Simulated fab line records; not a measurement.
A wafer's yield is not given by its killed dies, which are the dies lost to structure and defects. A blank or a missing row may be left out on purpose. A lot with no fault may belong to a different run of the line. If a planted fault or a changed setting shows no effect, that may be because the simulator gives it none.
One fault seen from 2 desks	flow n5 finfet	each desk holds nothing but its own numbers, with what lay behind them at the end

== AT THE METROLOGY DESK ==
Lot by lot, what the gauges showed, no matter which tool ran the lot: averages of those sampled wafers that carry a number. Any lot whose mean is over 4 standard deviations away from the usual mean is out of limits and marked OUT; that distance is given in the brackets.
Columns: A = cd nm at N5_BEOL_M6_CD_MEAS_18, usual 39.9 nm
lot	first seen here	A
L199	day 9 00:08	40.0
L201	day 9 21:05	39.3
L202	day 9 21:31	39.4
L204	day 10 00:47	39.7
L203	day 10 01:41	39.5
L210	day 11 10:43	39.8
L211	day 12 04:10	39.8
L212	day 12 09:16	39.8
L219	day 14 08:03	40.2
L221	day 14 16:20	40.4
L220	day 14 16:56	40.0
L222	day 15 01:59	40.0
This desk's verdict: no lot among the 12 shows anything out of limits.

== THE TOOL OWNER'S DESK: rie diel-06 ==
The tool's own readings at N5_BEOL_M6_ETCH_61 (etches SiARC in CF4, target depth 45.5 nm, time 75.8 s): means of the sampled wafers that have a number, for each lot that ran on this tool. Any lot whose mean is over 4 standard deviations away from the usual mean is out of limits and marked OUT; that distance is given in the brackets.
Columns: A = drypump motor current A at N5_BEOL_M6_ETCH_61, usual 5.8 A; B = etch rf on time s at N5_BEOL_M6_ETCH_61, usual 75.1 s; C = oes product au at N5_BEOL_M6_ETCH_61, usual 0.70 a.u.; D = rf vpp V at N5_BEOL_M6_ETCH_61, usual 184.7 V; E = showerhead plenum p Torr at N5_BEOL_M6_ETCH_61, usual 2.19 Torr; F = throttle valve pct at N5_BEOL_M6_ETCH_61, usual 15.50 %
lot	first seen here	A	B	C	D	E	F
L201	day 9 20:40	6.3	76.6	0.59	185.3	2.20	15.68
L203	day 10 01:10	5.6	75.8	0.65	184.9	2.23	15.61
L219	day 14 07:38	5.6	49.5 (-12) OUT	1.02	185.7	2.23	15.36
L221	day 14 15:54	6.0	48.4 (-13) OUT	1.04 (+4.3) OUT	184.2	2.15	15.29
L220	day 14 16:31	5.8	66.9	0.85	184.0	2.18	15.36
This desk's finding: out of limits on L219, L221; first on L219, day 14 07:38 (etch rf on time s at N5_BEOL_M6_ETCH_61). In limits: L201, L203, L220.

== PUT TOGETHER ==
On L219, L221, at day 14 07:38, an alarm was possible from the tool owner's desk.
The metrology desk saw nothing out of limits.
The metrology desk has L219, L221 on record, within its limits.
Every lot named ran N5_BEOL_M6_ETCH_61 on rie diel-06.

== WHAT THE SIMULATOR HAD INSERTED ==
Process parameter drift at N5_BEOL_M6_ETCH_61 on rie diel-06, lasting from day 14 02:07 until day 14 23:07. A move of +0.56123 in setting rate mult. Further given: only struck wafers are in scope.
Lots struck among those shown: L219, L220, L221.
Hours from the fault's start to each desk's first reading out of limits: the tool owner's desk, 6.
